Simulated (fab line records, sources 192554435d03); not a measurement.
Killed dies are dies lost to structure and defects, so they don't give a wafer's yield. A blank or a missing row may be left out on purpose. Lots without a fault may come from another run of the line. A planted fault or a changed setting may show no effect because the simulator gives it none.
Chamber matching | flow n5_finfet | N5_MOL_CONTACT_COAG_VIA_ETCH_46 on rie_diel-04: 4 sister chambers
The step etches SiO2 in C4F6/O2, target depth 46 nm, overetch 9.2 nm, time 40 s. 8 wafers are shown with their chamber, then 8 later ones without.

WAFERS WITH THEIR CHAMBER
wafer  | chamber | rf_vpp_V (V) | throttle_valve_pct (%)
L078.6 | 0       | 1613         | 41.5
L080.1 | 3       | 1678         | 42.0
L080.3 | 1       | 1614         | 39.9
L080.5 | 1       | 1615         | 40.0
L082.1 | 2       | 1541         | 40.9
L082.2 | 0       | 1613         | 41.5
L082.6 | 2       | 1539         | 41.0
L090.2 | 3       | 1677         | 42.0

WAFERS WITHOUT THEIR CHAMBER
wafer  | rf_vpp_V (V) | throttle_valve_pct (%)
L090.5 | 1639         | 40.5
L090.6 | 1676         | 42.0
L091.4 | 1640         | 40.5
L091.5 | 1678         | 42.0
L091.6 | 1538         | 41.0
L093.3 | 1613         | 41.4
L093.5 | 1678         | 42.0
L093.6 | 1541         | 41.0

WHICH CHAMBER EACH WENT THROUGH
wafer  | from the rows above | in truth
L090.5 | 1                   | 1
L090.6 | 3                   | 3
L091.4 | 1                   | 1
L091.5 | 3                   | 3
L091.6 | 2                   | 2
L093.3 | 0                   | 0
L093.5 | 3                   | 3
L093.6 | 2                   | 2
Placed correctly: 8 of 8. Can't be placed from these rows: 0. Placed wrongly: 0.
How it was worked out, from the rows above alone: a wafer's distance from a chamber is the root of the sum, over the readings, of the square of ((its reading less the chamber's mean) divided by the reading's scatter). The wafer belongs to the nearest chamber; if the next one is less than 2 further off, it can't be placed. A chamber's mean is the mean of its shown wafers. The scatter: the root of (the sum of the squares of (reading less its chamber's mean) over the shown wafers, divided by (wafers less chambers)).
